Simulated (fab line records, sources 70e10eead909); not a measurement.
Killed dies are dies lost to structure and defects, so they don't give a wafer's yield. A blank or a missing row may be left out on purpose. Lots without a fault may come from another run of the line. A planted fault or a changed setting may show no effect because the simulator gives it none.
Problem report in the 8D (eight disciplines) form, filled by code | flow nand_harc | the parts of the form that need people (team, actions taken, sign-off) are left out

1. THE PROBLEM
killed_at_array at NHARC_END_SORT_01 reads a mean of 665 on 4 wafers of 2 lots; wafers without a fault read 31 with a standard deviation of 11. That is +58 standard deviations from the usual mean.
First seen on wafer L800.2, day 23 13:37, on prober-02. The record holds 18 wafers of 6 lots with a number at this step. Rule for "out", or "out of limits": more than 4 standard deviations from the usual mean. The other wafers with a number count as sound.

2. WHAT IT IS AND WHAT IT IS NOT
question                    | is                             | is not
which readings at this step | killed_at_array, killed_dies   | killed_at_other, killed_at_periphery, killed_open, killed_short
which lots                  | L799, L800                     | L787, L789, L794, L805
which wafers of those lots  | L799.2, L799.4, L800.2, L800.4 | L799.6, L800.6
read on which gauges        | prober-02                      | prober-01
when                        | from day 23 13:37              | up to then (9 sound wafers); but 5 sound wafers of L799, L800, L805 came after

3. SUSPECTS, AND WHAT RULES EACH OUT
Counting: a tool at a process step up to the reading stays a suspect if it ran every lot that is out. Sound lots after the first of them don't rule it out here, since some wafers of a struck lot are sound.
- the gauge at NHARC_END_SORT_01: kept. All the wafers that are out were read on prober-02, and no step on other tools shows them out.
- pecvd-01 at NHARC_A_STAIRCASE_DEP_322 (deposits SiO2, target thk 3800 nm): kept. It ran every lot that is out, first L800 (day 16 23:37); its last sound lot up to then is L787 (day 14 00:57).
- Within pecvd-01 at NHARC_A_STAIRCASE_DEP_322: the wafers that are out ran in chambers 0, 2; their sound lot-mates ran in chamber 1.
Left after counting: pecvd-01 at NHARC_A_STAIRCASE_DEP_322, prober-02 at NHARC_END_SORT_01.

4. THE CAUSE (what the simulator had put in)
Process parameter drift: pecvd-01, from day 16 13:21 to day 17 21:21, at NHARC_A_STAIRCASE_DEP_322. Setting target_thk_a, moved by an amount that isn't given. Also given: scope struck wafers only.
Counting left 2 suspects, and this tool is among them.

5. THE CHAIN OF EFFECTS, in route order
Each row: a reading whose mean over the struck wafers that have a number lies more than 3 standard deviations from the usual. Only readings for which the record gives a usual standard deviation are gone through. hours: the time from each lot's start at the first step in this table that gives one to its start at this step, as a median over the lots. sigmas: the change in usual standard deviations.
hours | step              | reading         | usual | on struck wafers | change | sigmas
0     | NHARC_END_SORT_01 | killed_at_array | 31    | 665              | +634   | +58
0     | NHARC_END_SORT_01 | killed_dies     | 34    | 668              | +634   | +53

6. WHAT WOULD HAVE CAUGHT IT SOONER
In this record the first reading out of limits at a measuring or inspecting step was taken at day 23 13:37, 168 hours after the fault began at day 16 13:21.
Of the tool readings at NHARC_A_STAIRCASE_DEP_322 for which the record gives a usual standard deviation, none was out on any struck wafer, so an alarm limit of 4 standard deviations on them would not have fired.
All the lots that are out (2) had begun NHARC_A_STAIRCASE_DEP_322 on pecvd-01 by day 23 13:37. A hold on the tool at that time would have spared none of them.
